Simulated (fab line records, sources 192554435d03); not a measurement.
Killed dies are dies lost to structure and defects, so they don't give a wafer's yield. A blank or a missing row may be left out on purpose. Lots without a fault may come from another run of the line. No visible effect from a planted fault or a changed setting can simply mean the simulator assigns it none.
Code-filled problem report in 8D (eight disciplines) form    flow n5Finfet    the parts of the form that need people (team, actions taken, sign-off) are left out

## 1. PROBLEM STATEMENT
N5_BEOL_M0_SAQP_CD_MEAS_14, cdNm: mean 36.7 nm on 3 wafers (1 lot); fault-free wafers 42.4 nm, standard deviation 0.33. That puts it -17 standard deviations away from the usual mean.
The step: target cd 42.5 nm.
The first sign was on wafer L720.3 at day 8 18:40, on cdSem-01. Wafers with a number at this step in the record: 24, from 8 lots. By rule, "out" or "out of limits" means more than 4 standard deviations away from the usual mean. The rest of the wafers with a number are treated as sound.

## 2. WHAT IT IS, WHAT IT ISN'T
question                     is                      is not
which readings at this step  cdNm                    -
which lots                   L720                    L710, L713, L717, L726, L728, L729, L732
which wafers of those lots   all that have a number  -
read on which gauges         cdSem-01                cdSem-02, cdSem-03
when                         from day 8 18:40        up to then (9 sound wafers); but 12 sound wafers of L726, L728, L729, L732 came after

## 3. WHAT RULES OUT EACH SUSPECT
Counting: any tool at a process step up to the reading is kept as a suspect provided that every lot that is out went through it and no sound lot did after the first of them.
- the gauge at N5_BEOL_M0_SAQP_CD_MEAS_14: ruled out. All the wafers that are out were read on cdSem-01, but those of them that N5_BEOL_M0_SAQP_EXPOSE_11 has rows for are out there too, on other tools.
- rieDiel-05 at N5_MOL_CONTACT_COAG_ETCH_48 (etches SiOC in C4F6/O2, target depth 15 nm, overetch 4.5 nm, time 17 s): kept. It ran the lot that is out, L720 (day 8 12:53), and no sound lot after that; its last sound lot up to then is L710 (day 5 13:43).
- arfiScanner-01 at N5_BEOL_M0_SAQP_EXPOSE_11 (exposes mask M0 CORE, target cd 42 nm): ruled out as a lasting fault. After its first lot that is out, L720 (day 8 18:32), sound lots L732 ran on it.
Left after counting: rieDiel-05 at N5_MOL_CONTACT_COAG_ETCH_48.

## 4. THE CAUSE (what the simulator had put in)
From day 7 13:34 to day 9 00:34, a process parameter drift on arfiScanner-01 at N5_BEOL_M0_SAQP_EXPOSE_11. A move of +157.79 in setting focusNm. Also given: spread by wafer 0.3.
It was ruled out by counting, in error; the rule expects a fault to strike all lots run on its tool from its start on, and this fault did not.

## 5. SEQUENCE OF EFFECTS, ordered by route
Rows list readings where the struck wafers' mean (over those with a number) sits beyond 3 standard deviations from the usual. Only readings whose record carries a usual standard deviation are examined. hours: median over the lots of the time between each lot's start at the first step of this table that gives one and its start at this step. sigmas: the change, counted in usual standard deviations.
hours  step                        reading              usual    on struck wafers  change  sigmas
0      N5_BEOL_M0_SAQP_EXPOSE_11   exposureDoseMJCm2    54.95    53.51             -1.44   -23
0      N5_BEOL_M0_SAQP_CD_MEAS_14  cdNm                 42.4 nm  36.7              -5.7    -17
220    N5_PASSIVATION_PROBE_49     defectLimitedYield   90.8 %   62.7              -28.1   -17
220    N5_PASSIVATION_PROBE_49     killed_at_M0_to_M3   37       365               +328    +27
220    N5_PASSIVATION_PROBE_49     killedDies           109      441               +332    +17
220    N5_PASSIVATION_PROBE_49     sort_bin_5_function  5.4 %    33.6              +28.2   +26
220    N5_PASSIVATION_PROBE_49     sortNPass            1071     739               -332    -17
220    N5_PASSIVATION_PROBE_49     sortYieldPct         90.8 %   62.7              -28.1   -17
Here are the process steps it includes:
- N5_BEOL_M0_SAQP_EXPOSE_11: exposes mask M0 CORE, target cd 42 nm.
- N5_PASSIVATION_PROBE_49
Later steps that measure or inspect, where all struck wafers having a row at the step show a number for every such reading and not one has moved that far: N5_BEOL_M4_RC_MEAS_101.

## 6. HOW IT WOULD HAVE BEEN CAUGHT EARLIER
In this record the first reading out of limits at a measuring or inspecting step was taken at day 8 18:40, 29 hours after the fault began at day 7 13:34.
Tool's own readings at N5_BEOL_M0_SAQP_EXPOSE_11, exposureDoseMJCm2: out on all struck wafers the step has rows for; an alarm limit on them would have tripped on the first.
